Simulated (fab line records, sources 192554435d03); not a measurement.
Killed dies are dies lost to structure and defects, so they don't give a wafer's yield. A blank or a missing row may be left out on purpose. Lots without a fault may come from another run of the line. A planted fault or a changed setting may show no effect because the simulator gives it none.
Which tool did it? | flow n5_finfet | 24 lots, 72 wafers sampled, at 2 steps of a route of 1938

WHAT THE GAUGES READ, wafer by wafer
N5_BEOL_M14_CD_MEAS_28: target cd 284.4 nm.
lot  | measured     | on        | cd_nm (nm)
L074 | day 10 16:38 | cd_sem-01 | 282.9 283.0 284.4
L075 | day 11 00:48 | cd_sem-02 | 283.8 286.5 285.7
L078 | day 11 16:47 | cd_sem-02 | 285.5 284.8 287.6
L077 | day 11 17:07 | cd_sem-02 | 283.7 286.5 284.7
L076 | day 11 18:24 | cd_sem-01 | 286.7 284.4 285.0
L079 | day 11 22:34 | cd_sem-01 | 289.0 285.4 287.0
L080 | day 12 04:11 | cd_sem-01 | 288.5 285.6 288.1
L081 | day 12 11:49 | cd_sem-02 | 281.1 285.7 282.9
L083 | day 12 14:15 | cd_sem-02 | 288.3 285.0 284.8
L082 | day 12 21:02 | cd_sem-01 | 286.1 285.5 286.5
L084 | day 13 02:31 | cd_sem-02 | 284.5 282.8 286.6
L085 | day 14 00:05 | cd_sem-02 | 286.0 284.8 285.8
L087 | day 14 04:13 | cd_sem-02 | 287.2 290.0 288.1
L088 | day 14 10:46 | cd_sem-01 | 285.3 287.3 287.4
L089 | day 14 18:18 | cd_sem-03 | 285.7 285.6 287.8
L086 | day 14 18:35 | cd_sem-01 | 286.3 282.9 285.2
L090 | day 15 08:58 | cd_sem-02 | 282.0 282.1 284.6
L091 | day 15 18:04 | cd_sem-02 | 283.2 285.4 283.3
L093 | day 15 20:23 | cd_sem-01 | 284.8 285.5 285.3
L092 | day 15 23:22 | cd_sem-03 | 285.2 286.5 288.2
L095 | day 16 02:21 | cd_sem-03 | 288.8 288.0 286.4
L094 | day 16 14:52 | cd_sem-01 | 287.4 285.3 284.9
L096 | day 16 20:11 | cd_sem-03 | 286.0 286.0 285.4
L097 | day 16 20:50 | cd_sem-02 | 283.7 285.9 284.2

WHICH TOOL RAN EACH LOT (tool, then ch and the chambers of the sampled wafers, then the start)
lot  | N5_BEOL_M13_DEGAS_41
L074 | pvd_sputter-03, day 10 11:50
L075 | pvd_sputter-02, day 10 21:24
L078 | pvd_sputter-03, day 11 13:47
L077 | pvd_sputter-03, day 11 14:07
L076 | pvd_sputter-03, day 11 15:11
L079 | pvd_sputter-01, day 11 19:36
L080 | pvd_sputter-02, day 12 01:01
L081 | pvd_sputter-01, day 12 08:54
L083 | pvd_sputter-03, day 12 11:29
L082 | pvd_sputter-02, day 12 17:59
L084 | pvd_sputter-02, day 12 23:52
L085 | pvd_sputter-03, day 13 21:19
L087 | pvd_sputter-01, day 14 01:00
L088 | pvd_sputter-03, day 14 07:59
L089 | pvd_sputter-03, day 14 15:32
L086 | pvd_sputter-01, day 14 15:35
L090 | pvd_sputter-01, day 15 06:03
L091 | pvd_sputter-02, day 15 15:05
L093 | pvd_sputter-02, day 15 17:28
L092 | pvd_sputter-03, day 15 20:32
L095 | pvd_sputter-02, day 15 23:29
L094 | pvd_sputter-02, day 16 12:05
L096 | pvd_sputter-03, day 16 17:32
L097 | pvd_sputter-02, day 16 18:03
- N5_BEOL_M13_DEGAS_41: time 60 s.

WHAT THE TOOLS THEMSELVES READ (means of the sampled wafers that have a number; where no wafer has one, the mark that the record gives instead)
N5_BEOL_M13_DEGAS_41.
lot  | tool           | heater_power_w (W)
L074 | pvd_sputter-03 | 311
L075 | pvd_sputter-02 | 318
L078 | pvd_sputter-03 | 337
L077 | pvd_sputter-03 | 321
L076 | pvd_sputter-03 | 338
L079 | pvd_sputter-01 | 281
L080 | pvd_sputter-02 | 288
L081 | pvd_sputter-01 | 299
L083 | pvd_sputter-03 | 325
L082 | pvd_sputter-02 | 292
L084 | pvd_sputter-02 | 300
L085 | pvd_sputter-03 | 333
L087 | pvd_sputter-01 | 295
L088 | pvd_sputter-03 | 325
L089 | pvd_sputter-03 | 322
L086 | pvd_sputter-01 | 292
L090 | pvd_sputter-01 | 285
L091 | pvd_sputter-02 | 315
L093 | pvd_sputter-02 | 330
L092 | pvd_sputter-03 | 320
L095 | pvd_sputter-02 | 325
L094 | pvd_sputter-02 | 320
L096 | pvd_sputter-03 | 335
L097 | pvd_sputter-02 | 354

THE ANSWER, worked out from the rows above alone
Rule: what is usual is taken from the lots themselves. Put in order of their means at a reading, lots are off if they are a third of the lots or fewer, leave a main group of 4 or more, and stand apart from it by a gap of 3 or more times the standard deviation of the main group's means; of several such gaps the widest counts. A main group whose means are all the same, to the digits that the tables above print for the reading, isn't used. A lot without any number at a reading at which 4 lots or more have one is off too. The other lots that the step has rows for count as sound. The gauges are gone through in route order, then the tools' own readings, and for those a lot's mean is taken as printed above. The first step at which some lot is off is used, and at that step the reading that is off furthest; a lot without a number counts as furthest.
No lot is off at any reading shown: from this, nothing can be told.

WHAT THE SIMULATOR HAD PUT IN
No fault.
